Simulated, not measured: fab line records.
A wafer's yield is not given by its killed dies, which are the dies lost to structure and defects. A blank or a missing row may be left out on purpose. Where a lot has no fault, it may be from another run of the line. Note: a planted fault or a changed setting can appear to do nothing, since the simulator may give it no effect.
Which of the tools did it?	flow n5-finfet	24 lots with 72 wafers sampled at 6 steps, on a route of 1938 steps

WHAT THE GAUGES READ, wafer by wafer
N5_STI_FIN_REVEAL_CD_MEAS_22: target cd 6.238 nm, pitch 28 nm. Usual: cd-nm reads 6.26 nm (standard deviation 0.23).
lot	measured	on	cd-nm (nm)	flag
L074	day 2 14:28	cd-sem-03	6.67 6.42 6.12	
L075	day 2 20:15	cd-sem-03	6.51 6.36 6.27	
L076	day 3 02:37	cd-sem-03	5.74 5.89 6.11	
L077	day 3 07:46	cd-sem-01	5.96 6.66 6.13	
L078	day 3 13:29	cd-sem-03	5.95 6.36 6.34	
L079	day 3 22:26	cd-sem-03	5.98 5.92 6.41	
L080	day 4 03:05	cd-sem-03	6.00 6.38 6.00	
L081	day 4 07:13	cd-sem-01	6.07 6.12 6.33	
L082	day 4 13:56	cd-sem-01	6.31 6.27 6.01	
L083	day 4 19:57	cd-sem-03	6.12 6.15 6.32	
L084	day 5 01:01	cd-sem-02	6.36 6.27 5.95	
L085	day 5 06:38	cd-sem-01	6.01 6.32 6.29	
L086	day 5 13:39	cd-sem-02	6.31 5.77 6.05	
L087	day 5 19:25	cd-sem-03	6.21 6.38 6.62	
L088	day 6 00:57	cd-sem-02	6.20 6.17 6.22	
L089	day 6 08:43	cd-sem-01	6.46 6.37 6.37	
L090	day 6 13:57	cd-sem-03	6.67 6.06 6.47	
L091	day 6 18:13	cd-sem-01	6.33 6.42 6.24	
L092	day 7 01:02	cd-sem-01	6.57 6.27 6.20	
L093	day 7 08:19	cd-sem-01	6.36 6.57 6.13	
L094	day 7 14:13	cd-sem-02	5.91 6.19 6.37	
L095	day 7 20:42	cd-sem-03	6.59 6.55 6.45	
L096	day 8 02:45	cd-sem-02	6.38 6.86 6.34	
L097	day 8 06:33	cd-sem-02	5.76 5.97 6.08	

WHAT TOOL EACH LOT RAN ON (gives the tool, then ch and the chambers of the sampled wafers, and finally the start)
lot	N5_FIN_SAQP_RECESS_63	N5_FIN_SAQP_RECESS_71	N5_FIN_CUT_CUT_ETCH_28	N5_STI_FIN_REVEAL_DENSIFY_30	N5_STI_FIN_REVEAL_OXIDATION_33
L074	vapor-etch-01 ch 0,1, day 2 01:52	vapor-etch-02 ch 0,1, day 2 02:30	rie-si-01 ch 0,2, day 2 05:10	rtp-anneal-01 ch 0, day 2 10:57	plasma-asher-02 ch 0,1, day 2 14:17
L075	vapor-etch-02 ch 0,1, day 2 06:43	vapor-etch-02 ch 0, day 2 07:34	rie-si-01 ch 2,3, day 2 10:49	rtp-anneal-01 ch 0, day 2 17:07	plasma-asher-01 ch 0,1, day 2 20:05
L076	vapor-etch-01 ch 0,1, day 2 13:34	vapor-etch-02 ch 0,1, day 2 14:17	rie-si-03 ch 0,2,3, day 2 17:09	rtp-anneal-02 ch 0, day 2 22:55	plasma-asher-01 ch 0,1, day 3 02:28
L077	vapor-etch-01 ch 0,1, day 2 18:21	vapor-etch-01 ch 0,1, day 2 19:04	rie-si-06 ch 0,1,3, day 2 21:55	rtp-anneal-01 ch 0, day 3 04:14	plasma-asher-02 ch 0,1, day 3 07:36
L078	vapor-etch-02 ch 0,1, day 3 01:35	vapor-etch-01 ch 0,1, day 3 02:11	rie-si-01 ch 0,2, day 3 04:39	rtp-anneal-02 ch 0, day 3 10:20	plasma-asher-02 ch 0,1, day 3 13:19
L079	vapor-etch-01 ch 0,1, day 3 08:23	vapor-etch-01 ch 0, day 3 09:03	rie-si-03 ch 0,1, day 3 12:53	rtp-anneal-01 ch 0, day 3 19:19	plasma-asher-01 ch 0,1, day 3 22:17
L080	vapor-etch-01 ch 0,1, day 3 14:25	vapor-etch-01 ch 0,1, day 3 15:02	rie-si-03 ch 0,1,2, day 3 17:54	rtp-anneal-01 ch 0, day 3 23:53	plasma-asher-01 ch 0,1, day 4 02:55
L081	vapor-etch-02 ch 0,1, day 3 19:13	vapor-etch-02 ch 0,1, day 3 19:49	rie-si-01 ch 0,1, day 3 22:15	rtp-anneal-01 ch 0, day 4 03:59	plasma-asher-02 ch 0,1, day 4 07:03
L082	vapor-etch-01 ch 0,1, day 4 01:41	vapor-etch-02 ch 0,1, day 4 02:19	rie-si-06 ch 1,2,3, day 4 04:43	rtp-anneal-01 ch 0, day 4 10:50	plasma-asher-01 ch 0,1, day 4 13:46
L083	vapor-etch-02 ch 0,1, day 4 08:06	vapor-etch-01 ch 0,1, day 4 08:38	rie-si-03 ch 0,2,3, day 4 10:57	rtp-anneal-01 ch 0, day 4 16:41	plasma-asher-02 ch 0,1, day 4 19:49
L084	vapor-etch-02 ch 0,1, day 4 12:34	vapor-etch-01 ch 0,1, day 4 13:11	rie-si-06 ch 1,2,3, day 4 15:36	rtp-anneal-01 ch 0, day 4 21:55	plasma-asher-01 ch 0,1, day 5 00:50
L085	vapor-etch-01 ch 0,1, day 4 18:15	vapor-etch-02 ch 0,1, day 4 18:52	rie-si-06 ch 1,2,3, day 4 21:23	rtp-anneal-02 ch 0, day 5 03:31	plasma-asher-01 ch 0,1, day 5 06:28
L086	vapor-etch-02 ch 0,1, day 5 00:56	vapor-etch-01 ch 0,1, day 5 01:32	rie-si-06 ch 0,1,2, day 5 03:54	rtp-anneal-02 ch 0, day 5 10:14	plasma-asher-02 ch 0,1, day 5 13:29
L087	vapor-etch-02 ch 1, day 5 06:22	vapor-etch-02 ch 0,1, day 5 06:58	rie-si-06 ch 0,1, day 5 09:34	rtp-anneal-01 ch 0, day 5 15:50	plasma-asher-02 ch 0, day 5 19:15
L088	vapor-etch-01 ch 0,1, day 5 12:21	vapor-etch-02 ch 0,1, day 5 12:59	rie-si-06 ch 0,1,2, day 5 15:24	rtp-anneal-01 ch 0, day 5 21:16	plasma-asher-02 ch 0,1, day 6 00:47
L089	vapor-etch-02 ch 0,1, day 5 19:20	vapor-etch-02 ch 0,1, day 5 20:01	rie-si-03 ch 0,2, day 5 23:37	rtp-anneal-02 ch 0, day 6 05:35	plasma-asher-02 ch 0,1, day 6 08:32
L090	vapor-etch-02 ch 0,1, day 6 01:47	vapor-etch-02 ch 0,1, day 6 02:30	rie-si-06 ch 0,3, day 6 05:06	rtp-anneal-02 ch 0, day 6 10:50	plasma-asher-02 ch 0,1, day 6 13:47
L091	vapor-etch-02 ch 0,1, day 6 06:10	vapor-etch-02 ch 0,1, day 6 06:47	rie-si-06 ch 0,1,2, day 6 09:17	rtp-anneal-01 ch 0, day 6 15:00	plasma-asher-01 ch 1, day 6 18:04
L092	vapor-etch-01 ch 0,1, day 6 12:38	vapor-etch-02 ch 0,1, day 6 13:15	rie-si-01 ch 0,2, day 6 15:37	rtp-anneal-01 ch 0, day 6 21:27	plasma-asher-01 ch 0,1, day 7 00:52
L093	vapor-etch-02 ch 0,1, day 6 18:11	vapor-etch-02 ch 0,1, day 6 18:44	rie-si-01 ch 0,2,3, day 6 21:13	rtp-anneal-02 ch 0, day 7 05:05	plasma-asher-01 ch 0,1, day 7 08:10
L094	vapor-etch-02 ch 0,1, day 7 01:30	vapor-etch-02 ch 0,1, day 7 02:14	rie-si-03 ch 0,1,3, day 7 04:58	rtp-anneal-02 ch 0, day 7 10:38	plasma-asher-01 ch 0,1, day 7 14:03
L095	vapor-etch-02 ch 0,1, day 7 07:47	vapor-etch-02 ch 0,1, day 7 08:19	rie-si-06 ch 0,3, day 7 10:56	rtp-anneal-02 ch 0, day 7 17:30	plasma-asher-01 ch 0,1, day 7 20:33
L096	vapor-etch-02 ch 1, day 7 13:24	vapor-etch-02 ch 0, day 7 14:01	rie-si-06 ch 0,1,2, day 7 17:46	rtp-anneal-02 ch 0, day 7 23:39	plasma-asher-01 ch 0,1, day 8 02:35
L097	vapor-etch-02 ch 0,1, day 7 18:40	vapor-etch-02 ch 0,1, day 7 19:16	rie-si-06 ch 0,2,3, day 7 21:40	rtp-anneal-01 ch 0, day 8 03:20	plasma-asher-02 ch 0,1, day 8 06:23
- N5_FIN_SAQP_RECESS_63: chemistry HF/NH3, target SiO2, target depth 18 nm, afs cycles 3, sublimation time 60 s.
- N5_FIN_SAQP_RECESS_71: chemistry HF/NH3, target SiO2, target depth 3 nm, afs cycles 1, sublimation time 60 s.
- N5_FIN_CUT_CUT_ETCH_28: etches Si in HBr/Cl2/O2, target depth 6 nm, time 2.4 s.
- N5_STI_FIN_REVEAL_DENSIFY_30
- N5_STI_FIN_REVEAL_OXIDATION_33: chemistry O2 PLASMA REMOTE, time 20 s.

WHAT THE TOOLS THEMSELVES READ (means of the sampled wafers that have a number; where no wafer has one, the mark that the record gives instead)
N5_FIN_SAQP_RECESS_63. Usual: drypump-motor-current-A reads 5.4 A (standard deviation 0.56).
lot	tool	drypump-motor-current-A (A)	flag
L074	vapor-etch-01	6.1	
L075	vapor-etch-02	5.1	
L076	vapor-etch-01	6.1	
L077	vapor-etch-01	6.1	
L078	vapor-etch-02	5.1	
L079	vapor-etch-01	6.1	
L080	vapor-etch-01	5.7	
L081	vapor-etch-02	5.2	
L082	vapor-etch-01	6.1	
L083	vapor-etch-02	5.1	
L084	vapor-etch-02	5.2	
L085	vapor-etch-01	6.1	
L086	vapor-etch-02	5.1	
L087	vapor-etch-02	5.4	
L088	vapor-etch-01	5.7	
L089	vapor-etch-02	5.2	
L090	vapor-etch-02	5.1	
L091	vapor-etch-02	5.1	
L092	vapor-etch-01	5.7	
L093	vapor-etch-02	5.2	
L094	vapor-etch-02	5.2	
L095	vapor-etch-02	5.1	
L096	vapor-etch-02	5.4	
L097	vapor-etch-02	5.1	

N5_FIN_SAQP_RECESS_71. Usual: drypump-motor-current-A reads 5.4 A (standard deviation 0.52).
lot	tool	drypump-motor-current-A (A)	flag
L074	vapor-etch-02	5.2	
L075	vapor-etch-02	4.9	
L076	vapor-etch-02	5.2	
L077	vapor-etch-01	5.7	
L078	vapor-etch-01	5.7	
L079	vapor-etch-01	6.5	
L080	vapor-etch-01	6.1	
L081	vapor-etch-02	5.1	
L082	vapor-etch-02	5.1	
L083	vapor-etch-01	5.7	
L084	vapor-etch-01	5.7	
L085	vapor-etch-02	5.2	
L086	vapor-etch-01	6.1	
L087	vapor-etch-02	5.2	
L088	vapor-etch-02	5.2	
L089	vapor-etch-02	5.2	
L090	vapor-etch-02	5.1	
L091	vapor-etch-02	5.2	
L092	vapor-etch-02	5.1	
L093	vapor-etch-02	5.1	
L094	vapor-etch-02	5.2	
L095	vapor-etch-02	5.2	
L096	vapor-etch-02	4.9	
L097	vapor-etch-02	5.1	

N5_FIN_CUT_CUT_ETCH_28. Usual: drypump-motor-current-A 5.8 A, standard deviation 0.48; he-backside-leak-sccm 2.8 sccm, standard deviation 0.34; oes_o_777_au 0.99 a.u., standard deviation 0.035; oes-product-au 0.998 a.u., standard deviation 0.018; throttle-valve-pct 37.11 %, standard deviation 0.29.
lot	tool	drypump-motor-current-A (A)	he-backside-leak-sccm (sccm)	oes_o_777_au (a.u.)	oes-product-au (a.u.)	throttle-valve-pct (%)	flag
L074	rie-si-01	6.4	2.6	1.02	1.008	37.14	
L075	rie-si-01	6.1	2.9	0.98	0.995	37.07	
L076	rie-si-03	5.4	3.0	0.95	0.987	37.01	
L077	rie-si-06	5.8	3.0	0.98	1.003	37.27	
L078	rie-si-01	6.3	2.6	1.03	1.013	37.35	
L079	rie-si-03	5.6	2.6	0.96	0.995	37.08	
L080	rie-si-03	5.8	2.9	0.96	0.988	36.98	
L081	rie-si-01	6.1	2.5	1.01	1.009	37.30	
L082	rie-si-06	5.6	2.8	1.01	1.006	37.17	
L083	rie-si-03	5.4	2.8	0.95	0.984	37.00	
L084	rie-si-06	5.5	2.8	1.01	1.007	37.18	
L085	rie-si-06	5.6	2.9	1.01	1.009	37.16	
L086	rie-si-06	5.5	2.8	1.01	1.016	36.97	
L087	rie-si-06	5.8	3.6	0.99	1.018	37.19	
L088	rie-si-06	5.5	2.7	1.01	1.010	36.98	
L089	rie-si-03	5.3	2.8	0.94	0.989	36.98	
L090	rie-si-06	5.9	2.6	0.97	0.985	37.14	
L091	rie-si-06	5.5	2.8	1.01	1.010	36.98	
L092	rie-si-01	6.3	2.5	1.03	1.014	37.35	
L093	rie-si-01	6.2	2.8	1.00	1.004	37.21	
L094	rie-si-03	5.7	2.7	0.96	0.988	37.11	
L095	rie-si-06	5.9	2.7	0.97	0.984	37.34	
L096	rie-si-06	5.5	2.8	1.01	1.007	36.99	
L097	rie-si-06	5.6	2.6	0.99	0.997	37.05	

N5_STI_FIN_REVEAL_DENSIFY_30. Usual: lamp-power-pct 11.54 %, standard deviation 0.053; lamp_zone_5_pct 11.535 %, standard deviation 0.02.
lot	tool	lamp-power-pct (%)	lamp_zone_5_pct (%)	flag
L074	rtp-anneal-01	11.53	11.516	
L075	rtp-anneal-01	11.56	11.542	
L076	rtp-anneal-02	11.52	11.540	
L077	rtp-anneal-01	11.52	11.561	
L078	rtp-anneal-02	11.57	11.540	
L079	rtp-anneal-01	11.52	11.537	
L080	rtp-anneal-01	11.52	11.535	
L081	rtp-anneal-01	11.61	11.548	
L082	rtp-anneal-01	11.55	11.548	
L083	rtp-anneal-01	11.51	11.560	
L084	rtp-anneal-01	11.55	11.529	
L085	rtp-anneal-02	11.52	11.540	
L086	rtp-anneal-02	11.52	11.545	
L087	rtp-anneal-01	11.55	11.523	
L088	rtp-anneal-01	11.59	11.525	
L089	rtp-anneal-02	11.51	11.511	
L090	rtp-anneal-02	11.53	11.545	
L091	rtp-anneal-01	11.55	11.528	
L092	rtp-anneal-01	11.55	11.528	
L093	rtp-anneal-02	11.56	11.519	
L094	rtp-anneal-02	11.55	11.534	
L095	rtp-anneal-02	11.58	11.529	
L096	rtp-anneal-02	11.52	11.520	
L097	rtp-anneal-01	11.54	11.527	

N5_STI_FIN_REVEAL_OXIDATION_33. Usual: drypump-motor-current-A 5.76 A, standard deviation 0.11; heater-power-w 147 W, standard deviation 9.9.
lot	tool	drypump-motor-current-A (A)	heater-power-w (W)	flag
L074	plasma-asher-02	5.88	143	
L075	plasma-asher-01	5.70	153	
L076	plasma-asher-01	5.71	149	
L077	plasma-asher-02	5.80	138	
L078	plasma-asher-02	5.80	139	
L079	plasma-asher-01	5.70	152	
L080	plasma-asher-01	5.69	155	
L081	plasma-asher-02	5.88	143	
L082	plasma-asher-01	5.70	150	
L083	plasma-asher-02	5.85	143	
L084	plasma-asher-01	5.69	151	
L085	plasma-asher-01	5.70	151	
L086	plasma-asher-02	5.87	144	
L087	plasma-asher-02	5.97	152	
L088	plasma-asher-02	5.80	137	
L089	plasma-asher-02	5.87	144	
L090	plasma-asher-02	5.80	138	
L091	plasma-asher-01	5.72	147	
L092	plasma-asher-01	5.71	151	
L093	plasma-asher-01	5.67	154	
L094	plasma-asher-01	5.70	149	
L095	plasma-asher-01	5.71	151	
L096	plasma-asher-01	5.71	151	
L097	plasma-asher-02	5.88	145	

THE ANSWER, worked out from the rows above alone
Rule: a lot counts as off when the mean over its wafers that have a number is more than 3 standard deviations away from the usual mean. A lot without any number at a reading at which 4 lots or more have one is off too. The other lots that the step has rows for count as sound. After the gauges, taken in route order, come the tools' own readings; for these a lot's mean is taken, as printed above. At the first step where some lot is off, the reading lying furthest off is the one used; lots without a number count as furthest.
Across all readings shown, no lot is off: no conclusion can be drawn from this.

WHAT THE SIMULATOR PUT IN
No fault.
